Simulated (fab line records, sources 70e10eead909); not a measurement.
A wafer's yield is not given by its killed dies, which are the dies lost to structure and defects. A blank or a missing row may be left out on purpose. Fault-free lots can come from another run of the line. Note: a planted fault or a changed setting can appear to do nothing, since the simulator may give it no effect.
Code-filled problem report in 8D (eight disciplines) form | flow nand harc | the parts of the form that need people (team, actions taken, sign-off) are left out

1. WHAT WENT WRONG
Wafers without a fault read 188.48 W with a standard deviation of 0.14, while heater power total W at NHARC_A_M1_SOFTBAKE_04 averages 193.31 W across 2 wafers of 1 lot. That is +35 standard deviations from the usual mean.
The step: time 55 s.
Seen first at day 25 18:00 on litho track-01, wafer L900.3. At this step, 15 wafers from 5 lots have a number in the record. Rule for "out" (also "out of limits"): further than 4 standard deviations from the usual mean. All remaining wafers that have a number are taken as sound.

2. WHAT IT IS AND WHAT IT IS NOT
question                    | is                   | is not
which readings at this step | heater power total W | -
which lots                  | L900                 | L894, L909, L913, L915
which wafers of those lots  | L900.3, L900.5       | L900.6
read on which tools         | litho track-01       | litho track-04, litho track-06
when                        | from day 25 18:00    | up to then (4 sound wafers); but 9 sound wafers of L909, L913, L915 came after

3. WHAT RULES OUT EACH SUSPECT
Counting: any tool at a process step up to the reading remains a suspect provided it ran every lot that is out. Sound lots after the first of them don't rule it out here, since some wafers of a struck lot are sound.
- cmp-02 at NHARC_A_M0_CMP_23 (polishes, t overpolish 20 s, target thk 113.75 nm): kept. It ran the lot that is out, L900 (day 25 16:46).
- pecvd-03 at NHARC_A_M0_PRE_CLEAN_31 (time 12 s): kept. It ran the lot that is out, L900 (day 25 17:16).
- pecvd-03 at NHARC_A_M0_DEP_32 (deposits SiCN, target thk 30 nm): kept. It ran the lot that is out, L900 (day 25 17:24).
- litho track-01 at NHARC_A_M1_SOFTBAKE_04 (time 55 s): kept. It ran the lot that is out, L900 (day 25 18:00). Out on those wafers are its own readings of heater power total W.
- Within cmp-02 at NHARC_A_M0_CMP_23: the wafers that are out ran in chambers 0, 2; their sound lot-mates ran in chamber 3.
- At NHARC_A_M0_PRE_CLEAN_31 on pecvd-03, chamber 2 took the sound wafers of the same lots and chamber 1 took the wafers that are out.
- At NHARC_A_M0_DEP_32 on pecvd-03, chamber 2 took the sound wafers of the same lots and chamber 1 took the wafers that are out.
Left after counting: cmp-02 at NHARC_A_M0_CMP_23, pecvd-03 at NHARC_A_M0_PRE_CLEAN_31, pecvd-03 at NHARC_A_M0_DEP_32, litho track-01 at NHARC_A_M1_SOFTBAKE_04.

4. THE CAUSE (what the simulator had put in)
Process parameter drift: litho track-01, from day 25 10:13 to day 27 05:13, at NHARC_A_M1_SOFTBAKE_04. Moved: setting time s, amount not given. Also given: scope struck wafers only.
After counting, 4 suspects remain, this tool included.

5. THE CHAIN OF EFFECTS, in route order
One row per reading whose mean, taken over the struck wafers that have a number, lies over 3 standard deviations from the usual. Readings are gone through only where the record gives a usual standard deviation; hours: the median, over the lots, of the time from a lot's start at the first step in this table giving one to that lot's start at this step; sigmas: the change measured in usual standard deviations.
hours | step                   | reading              | usual    | on struck wafers | change | sigmas
0     | NHARC_A_M1_SOFTBAKE_04 | heater power total W | 188.48 W | 193.31           | +4.83  | +35
Process steps it contains:
- NHARC_A_M1_SOFTBAKE_04: time 55 s.

6. HOW IT WOULD HAVE BEEN CAUGHT EARLIER
In this record the first reading out of limits was taken at day 25 18:00, 8 hours after the fault began at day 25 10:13.
